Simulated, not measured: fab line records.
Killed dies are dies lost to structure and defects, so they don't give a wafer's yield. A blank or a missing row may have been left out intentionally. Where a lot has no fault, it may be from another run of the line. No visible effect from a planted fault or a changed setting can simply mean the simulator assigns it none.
Matching of chambers    flow n5 finfet    4 sister chambers for N5_BEOL_M3_ETCH_63 on rie diel-01
The step etches SiARC in CF4, target depth 15.6 nm, time 26 s. 27 wafers are shown with their chamber, then 12 later ones without.

## WAFERS, EACH WITH ITS CHAMBER
wafer   chamber  drypump motor current A (A)  showerhead plenum p Torr (Torr)  oes product au (a.u.)
L077.2  3        6.2                          2.16                             0.76
L077.3  0        5.0                          2.06                             0.63
L077.6  2        6.2                          2.17                             0.74
L084.1  0        5.0                          2.06                             0.62
L084.2  2        6.2                          2.17                             0.73
L084.3  1        5.6                          2.16                             0.65
L080.1  3        6.2                          2.16                             0.76
L080.5  1        5.6                          2.16                             0.64
L080.6  2        6.2                          2.17                             0.72
L076.2  0        5.0                          2.06                             0.62
L076.4  3        6.2                          2.16                             0.75
L076.6  0        5.0                          2.06                             0.63
L081.2  0        5.0                          2.06                             0.62
L081.3  3        6.2                          2.16                             0.75
L081.5  2        6.2                          2.17                             0.73
L086.2  1        5.6                          2.16                             0.64
L086.3  2        6.1                          2.16                             0.71
L086.4  0        5.0                          2.05                             0.61
L088.3  1        5.6                          2.16                             0.64
L088.4  0        5.0                          2.05                             0.61
L088.5  2        6.2                          2.16                             0.72
L089.2  3        6.2                          2.15                             0.75
L089.4  2        6.2                          2.16                             0.71
L089.5  2        6.2                          2.16                             0.71
L090.2  1        5.6                          2.16                             0.64
L090.5  0        5.0                          2.05                             0.61
L090.6  1        5.6                          2.16                             0.64

SIGNATURES, as means of the wafers listed above
reading                   chamber 0  chamber 1  chamber 2  chamber 3  scatter within a chamber
drypump motor current A   5.000      5.600      6.188      6.200      0.0195
showerhead plenum p Torr  2.0562     2.1600     2.1650     2.1580     0.00451
oes product au            0.6188     0.6417     0.7212     0.7540     0.00828
Rule: for each reading, subtract the chamber's mean from the wafer's reading, divide by that reading's scatter and square the result; add these up over the readings and take the root, which gives the wafer's distance from the chamber. The wafer belongs to the nearest chamber; if the next one is less than 2 further off, it can't be placed. The scatter is the square root of a quotient: the sum, over the shown wafers, of each reading's squared deviation from its chamber's mean, divided by wafers minus chambers.

## WAFERS WHOSE CHAMBER IS MISSING
wafer   drypump motor current A (A)  showerhead plenum p Torr (Torr)  oes product au (a.u.)
L092.2  5.6                          2.16                             0.63
L092.3  5.0                          2.05                             0.61
L092.4  6.2                          2.15                             0.73
L095.4  5.0                          2.05                             0.60
L095.5  6.1                          2.16                             0.70
L095.6  6.2                          2.15                             0.74
L096.1  5.6                          2.16                             0.64
L096.2  6.1                          2.16                             0.71
L096.6  6.2                          2.16                             0.71
L097.1  5.0                          2.05                             0.61
L097.4  6.2                          2.16                             0.70
L097.6  5.0                          2.05                             0.60

## WHICH CHAMBER EACH ONE RAN IN
wafer   from the rows above      in truth
L092.2  1                        1
L092.3  0                        0
L092.4  can't be placed: 3 or 2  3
L095.4  0                        0
L095.5  2                        2
L095.6  can't be placed: 3 or 2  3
L096.1  1                        1
L096.2  2                        2
L096.6  2                        2
L097.1  0                        0
L097.4  2                        2
L097.6  0                        0
10 of 12 placed correctly. Unplaceable from these rows: 2, with the true chamber sitting among the candidates in 2. Placed wrongly: 0.
